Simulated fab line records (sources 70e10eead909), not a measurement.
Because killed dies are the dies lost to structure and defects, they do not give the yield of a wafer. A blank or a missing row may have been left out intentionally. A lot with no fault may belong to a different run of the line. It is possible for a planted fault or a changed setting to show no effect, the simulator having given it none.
Struck lot and sound lot, side by side ; flow nand_harc ; 15 out of 1159 route steps
Sound: the wafers L989.1, L989.4, L989.5. Wafers L977.1, L977.3, L977.6 were the ones struck. Last of all comes the cause.
Per side, at each step with rows, come the tool, then ch with its chambers, and then its first start. Under that, the readings that differ: sound wafers ; struck wafers ; difference of the means ; sigmas: that difference in standard deviations of wafers without a fault.
alike: same words and numbers on both sides, and readings whose means sit less than 2 such deviations apart. not compared: any withheld reading, any reading some wafer has no value for, any bound like >300 that may hide the same value, and any number with overlapping values for which the record gives no deviation.
Wherever a step has rows on one side only, a row that says differs or no value, or a row with sigmas, the two part there. Numbers that have no deviation but don't overlap get no sigmas and don't part them. A reading that every wafer of one side lacks parts them only if that side has two wafers or more.

first, 1 step without rows for these wafers: NHARC_A_ONON_D1_DEP_09 (target thk 1000 nm).
NHARC_A_ONON_D1_THK_MEAS_11: measures by ellipsometry.
  struck on film_metro-02, day 8 14:44; sound on film_metro-01, day 11 09:39
  alike: thk_nm
then, 1 step without rows for these wafers: NHARC_A_ONON_D1_DEP_12 (target thk 1000 nm).
NHARC_A_ONON_D1_THK_MEAS_14: measures by ellipsometry.
  struck on film_metro-01, day 8 15:17; sound on film_metro-02, day 11 10:22
  alike: thk_nm
then, 2 steps without rows for these wafers: NHARC_A_ONON_D1_ANNEAL_15 (time 3600 s); NHARC_A_ONON_D1_DEP_16 (target thk 1000 nm).
NHARC_A_ONON_D1_THK_MEAS_18: measures by ellipsometry.
  struck on film_metro-01, day 8 23:53; sound on film_metro-02, day 11 17:53
  alike: thk_nm
then, 1 step without rows for these wafers: NHARC_A_ONON_D1_DEP_19 (target thk 1000 nm).
NHARC_A_ONON_D1_THK_MEAS_21: measures by ellipsometry.
  struck on film_metro-01, day 9 00:32; sound on film_metro-01, day 11 18:27
  alike: thk_nm
then, 1 step without rows for these wafers: NHARC_A_ONON_D1_DEP_22 (target thk 1000 nm).
NHARC_A_ONON_D1_THK_MEAS_24: measures by ellipsometry.
  struck on film_metro-01, day 9 01:07; sound on film_metro-02, day 11 19:01
reading;sound;struck;difference;sigmas
thk_nm (nm);994 993 994;1008 1010 1011;+16;+2
NHARC_A_ONON_D1_DEP_25: target thk 1000 nm.
  sound on pecvd_onon-03 ch 0, day 11 19:04; struck on pecvd_onon-04 ch 0, day 9 01:10
  alike: n2o_flow_sccm
NHARC_A_ONON_D1_THK_MEAS_27: measures by ellipsometry.
  struck on film_metro-01, day 9 01:40; sound on film_metro-02, day 11 19:35
reading;sound;struck;difference;sigmas
thk_nm (nm);1011 1009 1011;678 677 677;-333;-33
then, 1 step without rows for these wafers: NHARC_A_ONON_D1_DEP_28 (target thk 1000 nm).
-- record jumps: 12 days between struck wafers' starts before vs after; left off in module A_ONON_D1, resumes in module END, first step shown is number 1159 of the route --
NHARC_END_SORT_01:
  only the struck wafers appear in the record here, on prober-02 ch 0 at day 20 23:36; the sound ones have no rows

WHERE THEY PART
At NHARC_A_ONON_D1_THK_MEAS_24 first; at NHARC_END_SORT_01 last (within this record only).

WHY: what the simulator had put in
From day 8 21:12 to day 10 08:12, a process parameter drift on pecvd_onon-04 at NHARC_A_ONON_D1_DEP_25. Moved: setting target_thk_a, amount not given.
